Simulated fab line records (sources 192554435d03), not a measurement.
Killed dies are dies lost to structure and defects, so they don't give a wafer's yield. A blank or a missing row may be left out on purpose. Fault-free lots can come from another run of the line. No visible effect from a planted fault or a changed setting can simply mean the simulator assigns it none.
fab line records | flow n5-finfet
record lots=5 | wafers=15 | last-day=17
route steps=1938 shown BEOL_M4@1037
lots that met no fault: taken from a fault-free run of the same line
start-h: hours from the record's first day to the start of the lot's first wafer shown | wait-h: hours elapsed since this lot's preceding step | " identical to the entry in the row above | L1.1+2: a single row standing in for several wafers | - either no value or no given start | * or withheld: withheld | < > ~ a bound
route shown NAME@n: a module of which the file shows steps, and the number in the route of the first | usual: mean and standard deviation over wafers with no fault | same: alike in all rows | chamber/n: place in a boat | sites: per-site readings | _std_site: the values' standard deviation | _edge_site: outer sites' mean less inner sites' | radius-mm: for every site, how far away it sits from the centre of the wafer | mask NAME#n: copy n | behind: tool/chamber where the wafer was last shaped | hold: reason for holding the lot/hours on hold/outcome of the hold | device: transistor that didn't switch, given as n, p or np | end of line: tests run on the same wafers once the route is complete | step lacking rows: just its recipe | killed: not the wafer's yield, but the dies lost to structure and defects at the first sort | map: dies across one wafer; x = killed, . = not, _ = none there
set.NAME: the setting as run; set.NAME@STEP: as run at that earlier step | model.NAME: the simulator's own value behind a step, which no gauge read
certain route steps with their lots: each step a table, each wafer a row
services: when a tool's chamber went out of use (start-h, in hours from the record's first day, below 0 if earlier), for how many hours, and the reason
## steps
# step N5_BEOL_M4_DESCUM_16
# recipe chemistry=O2 | time-s=7 | source-power-w=50 | bias-power-w=20 | pressure-mtorr=20 | rf-frequency-hz=2.712e+07 | temp-c=40 | resist=CAR-EUV | o2-flow-sccm=225
# step N5_BEOL_M4_ETCH_74
# recipe chemistry=N2/H2 | target=underlayer | target-depth-a=65 | mask-material=CAR-EUV | time-s=5.2 | ion-energy-ev=200 | pressure-mtorr=30 | source-w=840 | bias-w=150 | n2-flow-sccm=200 | h2-flow-sccm=200 | ends=cleared
# step N5_BEOL_M4_ETCH_63
# recipe chemistry=CF4 | target=SiARC | target-depth-a=156 | mask-material=CAR-EUV | time-s=26 | ion-energy-ev=80 | pressure-mtorr=40 | source-w=545 | bias-w=36 | Ar_flow_sccm=100 | cf4-flow-sccm=100 | ends=cleared
# step N5_BEOL_M4_ETCH_64
# recipe chemistry=N2/H2 | target=SOC | target-depth-a=750 | overetch-a=225 | mask-material=SiARC | temp-c=40 | time-s=121.9 | ion-energy-ev=200 | pressure-mtorr=30 | source-w=840 | bias-w=150 | n2-flow-sccm=200 | h2-flow-sccm=200
# step N5_BEOL_M4_STRIP_65
# recipe chemistry=N2/H2 | temp-c=40 | n2-flow-sccm=200 | h2-flow-sccm=200 | rf-frequency-hz=6e+07
# step N5_BEOL_M4_STRIP_75
# recipe chemistry=N2/H2 | temp-c=40 | n2-flow-sccm=200 | h2-flow-sccm=200 | rf-frequency-hz=6e+07
# step N5_BEOL_M4_STRIP_66
# recipe chemistry=CF4 | resist=SiARC | power-w=300 | bias-power-w=75 | pressure-mtorr=50 | cf4-flow-sccm=150 | rf-frequency-hz=6e+07
# step N5_BEOL_M4_HM_OPEN_17
# recipe chemistry=Cl2/BCl3 | target-depth-a=200 | overetch-a=60 | target=TiN | mask-material=SOC | ion-energy-ev=150 | pressure-mtorr=10 | icp-w=1000 | bias-w=126 | Cl2_flow_sccm=53.25 | bcl3-flow-sccm=21.75 | Ar_flow_sccm=25
# step N5_BEOL_M4_STRIP_19
# recipe chemistry=O2 | power-w=400 | temp-c=40 | pressure-mtorr=30 | rf-frequency-hz=6e+07 | bias-power-w=0 | overash-fraction=0.2 | o2-flow-sccm=225
# step N5_BEOL_M4_COAT_67
# recipe resist=SOC | temp-c=250 | time-s=60 | spin-rpm=1500 | resist-thk-nm=60
# step N5_BEOL_M4_COAT_68
# recipe resist=SiARC | temp-c=220 | time-s=60 | spin-rpm=1500 | resist-thk-nm=12
# usual spin-speed-rpm=1499.7/1
lot.wafer | tool           | chamber | start-h | wait-h | spin-speed-rpm | model.SiARC_of_BEOL_M4_COAT_68.thk-nm
L484.2    | litho-track-03 | 0       | 222.44  | -      | 1499.4         | 12
L484.3    | "              | 0       | "       | "      | 1499.7         | 12
L484.6    | "              | 0       | "       | "      | 1499.4         | 12
L490.1    | litho-track-03 | 0       | 247.61  | -      | 1421.0         | 12.4
L490.2    | "              | 0       | "       | "      | 1420.3         | 12.4
L490.6    | "              | 0       | "       | "      | 1420.6         | 12.4
L491.1    | litho-track-04 | 0       | 249.67  | -      | 1499.5         | 12
L491.4    | "              | 0       | "       | "      | 1499.5         | 12
L491.6    | "              | 0       | "       | "      | 1500.0         | 12
L492.1    | litho-track-03 | 0       | 253.48  | -      | 1419.9         | 12.4
L492.3    | "              | 0       | "       | "      | 1420.4         | 12.4
L492.4    | "              | 0       | "       | "      | 1421.9         | 12.4
L493.1    | litho-track-03 | 0       | 259.94  | -      | 1420.5         | 12.4
L493.3    | "              | 0       | "       | "      | 1419.6         | 12.4
L493.4    | "              | 0       | "       | "      | 1422.5         | 12.4
# step N5_BEOL_M4_COAT_76
# recipe resist=underlayer | temp-c=205 | time-s=60 | spin-rpm=1500 | resist-thk-nm=5
# step N5_BEOL_M4_COAT_22
# recipe resist=CAR-EUV | spin-rpm=1500 | resist-thk-nm=30
# step N5_BEOL_M4_EBR_24
# recipe solvent=PGMEA | ebr-width-mm=1.5
# step N5_BEOL_M4_SOFTBAKE_23
# recipe temp-c=110 | time-s=60 | resist=CAR-EUV
# step N5_BEOL_M4_EXPOSE_25
# recipe mask-id=V3 | na=0.33 | source-shape=quasar | sigma-inner=0.2 | sigma-outer=0.8 | polarization=unpolarized | defocus-nm=5 | dose-mj=63
# step N5_BEOL_M4_PEB_26
# recipe peb-temp-c=100 | peb-time-s=60 | resist=CAR-EUV
# step N5_BEOL_M4_DEVELOP_27
# recipe develop-time-s=30 | developer=TMAH | resist=CAR-EUV | rinse-liquid=surfactant-rinse | dry=air-spin | dev-temp-c=23
# step N5_BEOL_M4_DESCUM_33
# recipe chemistry=O2 | time-s=7 | source-power-w=50 | bias-power-w=20 | pressure-mtorr=20 | rf-frequency-hz=2.712e+07 | temp-c=40 | resist=CAR-EUV | o2-flow-sccm=225
# step N5_BEOL_M4_ETCH_77
# recipe chemistry=N2/H2 | target=underlayer | target-depth-a=65 | mask-material=CAR-EUV | time-s=5.2 | ion-energy-ev=200 | pressure-mtorr=30 | source-w=840 | bias-w=150 | n2-flow-sccm=200 | h2-flow-sccm=200 | ends=cleared
# step N5_BEOL_M4_ETCH_69
# recipe chemistry=CF4 | target=SiARC | target-depth-a=156 | mask-material=CAR-EUV | time-s=26 | ion-energy-ev=80 | pressure-mtorr=40 | source-w=545 | bias-w=36 | Ar_flow_sccm=100 | cf4-flow-sccm=100 | ends=cleared
# usual drypump-motor-current-A=5.6/0.41 | etch-rf-on-time-s=26.1/0.83 | oes-product-au=0.70/0.076 | rf-vpp-V=184.4/1.2 | showerhead-plenum-p-Torr=2.18/0.079 | throttle-valve-pct=15.59/0.25
lot.wafer | tool        | chamber | start-h | wait-h | drypump-motor-current-A | etch-rf-on-time-s | oes-product-au | rf-hours-counter-h | rf-vpp-V | showerhead-plenum-p-Torr | throttle-valve-pct | model.etch.depth-nm | model.CAR-EUV_of_BEOL_M4_COAT_22.thk-nm
L484.2    | rie-diel-01 | 1       | 223.08  | 0.0    | 5.0                     | 25.8              | 0.58           | 240                | 185.2    | 2.20                     | 16.03              | 11.97               | 11
L484.3    | "           | 0       | "       | "      | 5.8                     | 26.3              | 0.76           | 25                 | 185.4    | 2.19                     | 15.57              | 11.97               | 11.2
L484.6    | "           | 2       | "       | "      | 5.9                     | 25.5              | 0.80           | -                  | 185.2    | 2.28                     | 15.60              | 11.95               | 11
L490.1    | rie-diel-05 | 0       | 248.06  | 0.0    | 4.7                     | 26.7              | 0.71           | 65                 | 184.9    | 2.18                     | 15.38              | 12.38               | 10.8
L490.2    | "           | 2       | "       | "      | 5.7                     | 26.9              | 0.56           | 256                | 184.9    | 2.09                     | 15.89              | 12.4                | 10.6
L490.6    | "           | 0       | "       | "      | 4.7                     | 26.8              | 0.70           | -                  | 185.0    | 2.18                     | 15.39              | 12.35               | 10.8
L491.1    | rie-diel-03 | 0       | 250.24  | 0.0    | 5.5                     | 26.5              | 0.59           | 208                | 181.7    | 2.04                     | 16.07              | 11.96               | 11.2
L491.4    | "           | 1       | "       | "      | 5.0                     | 24.9              | 0.77           | 24                 | 186.3    | 2.28                     | 15.49              | 11.98               | 11
L491.6    | "           | 2       | "       | "      | 6.0                     | 24.7              | 0.74           | -                  | 185.4    | 2.26                     | 15.35              | 11.98               | 11.2
L492.1    | rie-diel-05 | 3       | 254.06  | 0.0    | 6.3                     | 27.6              | 0.73           | 50                 | 184.4    | 2.11                     | 15.24              | 12.42               | 11
L492.3    | "           | 1       | "       | "      | 5.5                     | 27.2              | 0.65           | 143                | 182.4    | 2.06                     | 15.74              | 12.39               | 10.8
L492.4    | "           | 1       | "       | "      | 5.6                     | 27.3              | 0.66           | -                  | 184.3    | 2.06                     | 15.75              | 12.42               | 10.8
L493.1    | rie-diel-01 | 3       | 260.40  | 0.0    | 5.6                     | 27.0              | 0.64           | 138                | 184.2    | 2.14                     | 15.41              | 12.35               | 10.6
L493.3    | "           | 2       | "       | "      | 5.9                     | 26.2              | 0.79           | 27                 | 184.9    | 2.27                     | 15.66              | 12.37               | 10.8
L493.4    | "           | 2       | "       | "      | 5.9                     | 26.1              | 0.79           | -                  | 185.5    | 2.27                     | 15.65              | 12.31               | 10.6
# step N5_BEOL_M4_ALD_98
# recipe material=SiO2 | target-thk-a=25 | temp-c=100 | ald-precursor-family=BDEAS | ald-co-reactant=O2-plasma | pulse-time-s=1 | co-reactant-pulse-time-s=1 | purge-time-s=2 | co-reactant-purge-time-s=2 | ald-cycles=17 | pressure-torr=2
# step N5_BEOL_M4_RC_MEAS_101
# usual DIBL_N=37.5/2.5 | DIBL_P=38/3.1 | IOFF_N=0.19/0.059 | IOFF_P=0.24/0.061 | ION_N=679/16 | ION_P=465/9.8 | SS_N=72.0/0.8 | SS_P=73.7/0.86 | VT_N=248/4.5 | VT_P=-249/3.5
lot.wafer | tool      | chamber | start-h | wait-h | DIBL_N[mV/V] | DIBL_P[mV/V] | IOFF_N[nA/um] | IOFF_P[nA/um] | ION_N[uA/um] | ION_P[uA/um] | SS_N[mV/dec] | SS_P[mV/dec] | VT_N[mV] | VT_P[mV]
L484.2    | prober-01 | 0       | 237.33  | 0.3    | 40.9         | 42           | 0.24          | 0.29          | 709          | 475          | 72.3         | 74.6         | 245      | -246
L484.3    | "         | 0       | "       | "      | 38.2         | 40           | 0.16          | 0.25          | 674          | 468          | 71.6         | 74.8         | 251      | -248
L484.6    | "         | 0       | "       | "      | 38.0         | 39           | 0.17          | 0.25          | 687          | 469          | 71.9         | 73.7         | 250      | -245
L491.1    | prober-01 | 0       | 258.07  | 0.0    | 35.2         | 38           | 0.15          | 0.23          | 654          | 453          | 71.0         | 72.2         | 251      | -247
L491.4    | "         | 0       | "       | "      | 35.1         | 36           | 0.16          | 0.20          | 672          | 458          | 71.7         | 73.9         | 248      | -250
L491.6    | "         | 0       | "       | "      | 37.7         | 40           | 0.23          | 0.27          | 679          | 459          | 72.7         | 74.4         | 244      | -248
L490.1    | prober-02 | 0       | 258.90  | 0.0    | 35.8         | 33           | 0.14          | 0.19          | 671          | 466          | 72.7         | 72.6         | 249      | -251
L490.2    | "         | 0       | "       | "      | 40.6         | 41           | 0.23          | 0.31          | 673          | 461          | 72.9         | 74.7         | 246      | -246
L490.6    | "         | 0       | "       | "      | 39.1         | 37           | 0.20          | 0.23          | 669          | 459          | 74.1         | 73.6         | 253      | -251
L492.1    | prober-02 | 0       | 262.67  | 0.0    | 39.4         | 41           | 0.22          | 0.26          | 705          | 478          | 72.4         | 73.8         | 247      | -248
L492.3    | "         | 0       | "       | "      | 37.8         | 39           | 0.20          | 0.24          | 682          | 464          | 72.4         | 74.1         | 248      | -250
L492.4    | "         | 0       | "       | "      | 40.2         | 43           | 0.24          | 0.30          | 704          | 478          | 71.6         | 75.0         | 245      | -246
L493.1    | prober-01 | 0       | 283.37  | 0.0    | 35.7         | 35           | 0.14          | 0.17          | 655          | 441          | 72.7         | 73.5         | 254      | -254
L493.3    | "         | 0       | "       | "      | 36.3         | 34           | 0.14          | 0.16          | 665          | 445          | 72.0         | 72.8         | 254      | -256
L493.4    | "         | 0       | "       | "      | 38.9         | 38           | 0.21          | 0.23          | 677          | 451          | 72.5         | 74.4         | 247      | -253
## services
tool        | chamber | start-h | hours | kind
rie-diel-01 | 3       | 233.35  | 4.4   | repair
rie-diel-05 | 2       | 248.24  | 5.7   | repair
rie-diel-01 | 1       | 255.78  | -     | clean
rie-diel-01 | 1       | 255.78  | -     | consumable-replace:focus-ring
rie-diel-01 | 1       | 255.78  | 26.3  | scheduled-down
rie-diel-01 | 1       | 255.78  | 26.3  | vent-cycle
## key
first-sign step=N5_BEOL_M4_COAT_68 | reading=spin-speed-rpm | direction=down | sigmas=79 | usual=* | struck=*
effect none on later readings
model-effect step=N5_BEOL_M4_COAT_68 | value=SiARC_of_BEOL_M4_COAT_68.thk-nm | without=12 | struck=12.4
model-effect step=N5_BEOL_M4_ETCH_69 | value=etch.depth-nm | without=12.04 | struck=12.38
met-at N5_BEOL_M4_COAT_68
struck-wafers L490.1,L490.2,L490.6,L492.1,L492.3,L492.4,L493.1,L493.3,L493.4
onset-between 222.44 247.61
fault kind=process-parameter-drift | tool=litho-track-03 | chamber=- | onset-h=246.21 | steps=N5_BEOL_M4_COAT_68 | channel=spin-rpm | offset=* | shape=step | end-h=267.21 | acts-in=* | stated=*
